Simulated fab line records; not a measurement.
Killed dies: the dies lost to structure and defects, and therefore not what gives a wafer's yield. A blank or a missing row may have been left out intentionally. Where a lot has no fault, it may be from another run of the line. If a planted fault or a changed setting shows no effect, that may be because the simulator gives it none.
A lot that was struck, set against a sound lot + flow nand-harc + 14 out of 1302 route steps
Sound: wafers L426.1, L426.4, L426.5. The struck wafers were L431.3, L431.4, L431.6. The cause comes at the end.
Order at every step that has rows: each side's tool, ch and its chambers, its first start. Under that, the readings that differ: sound wafers + struck wafers + difference of the means + sigmas: that difference in standard deviations of wafers without a fault.
alike: words and numbers the same on both sides, and readings whose means are apart by under 2 such deviations; not compared: readings that were withheld, readings missing a value for some wafer, numbers with overlapping values and no deviation given by the record, and bounds like >300 which may hide the same value.
Wherever a step has rows on one side only, a row that says differs or no value, or a row with sigmas, the two part there. Non-overlapping numbers with no deviation appear without sigmas and do not part them. A reading that every wafer of one side lacks parts them only if that side has two wafers or more.

NHARC_P_ZERO_WELL_CD_MEAS_24: the cd target is 720 nm.
  sound on cd-sem-01 ch 0, day 5 06:35; struck on cd-sem-02 ch 0, day 7 08:35
| reading    | sound             | struck            | difference | sigmas |
|------------|-------------------|-------------------|------------|--------|
| cd-nm (nm) | 723.8 722.9 722.8 | 718.9 719.7 721.7 | -3.1       | -2     |
then, 1 step without rows for these wafers: NHARC_P_ZERO_WELL_HARDBAKE_25 (time 80 s).
NHARC_P_ZERO_WELL_DESCUM_26: chemistry O2, time 3 s.
  sound on rie-diel-06 ch 2,3, day 5 06:45; struck on rie-diel-10 ch 0,3, day 7 08:46
| reading                         | sound          | struck         | difference | sigmas |
|---------------------------------|----------------|----------------|------------|--------|
| showerhead-plenum-p-Torr (Torr) | 1.91 1.83 1.83 | 1.89 2.05 2.05 | +0.14      | +2     |
  alike: drypump-motor-current-A, oes-product-au, rf-vpp-V, throttle-valve-pct
  not compared: rf-hours-counter-h
then, 9 steps without rows for these wafers: NHARC_P_ZERO_WELL_IMPLANT_27; NHARC_P_ZERO_WELL_IMPLANT_57; NHARC_P_ZERO_WELL_IMPLANT_58; NHARC_P_ZERO_WELL_STRIP_28 (strips in SPM, time 840 s); NHARC_P_ZERO_WELL_DEHYDRATE_29 (time 120 s); NHARC_P_ZERO_WELL_HMDS_30 (time 30 s); NHARC_P_ZERO_WELL_COAT_31; NHARC_P_ZERO_WELL_SOFTBAKE_32 (time 95 s); NHARC_P_ZERO_WELL_EBR_33.
NHARC_P_ZERO_WELL_EXPOSE_34: exposes mask P PWELL, target cd 720 nm.
  sound on krf-scanner-01 ch 0, day 5 08:04; struck on krf-scanner-01 ch 0, day 7 10:05
| reading              | sound                | struck               | difference | sigmas |
|----------------------|----------------------|----------------------|------------|--------|
| exposure-dose-mJ-cm2 | 22.271 22.275 22.299 | 22.603 22.627 22.587 | +0.324     | +15    |
  alike: mask
then, 1 step without rows for these wafers: NHARC_P_ZERO_WELL_PEB_35 (peb time 85 s).

WHERE THEY PART
Last at NHARC_P_ZERO_WELL_EXPOSE_34 as far as this record goes, first at NHARC_P_ZERO_WELL_CD_MEAS_24.

WHY: what the simulator had put in
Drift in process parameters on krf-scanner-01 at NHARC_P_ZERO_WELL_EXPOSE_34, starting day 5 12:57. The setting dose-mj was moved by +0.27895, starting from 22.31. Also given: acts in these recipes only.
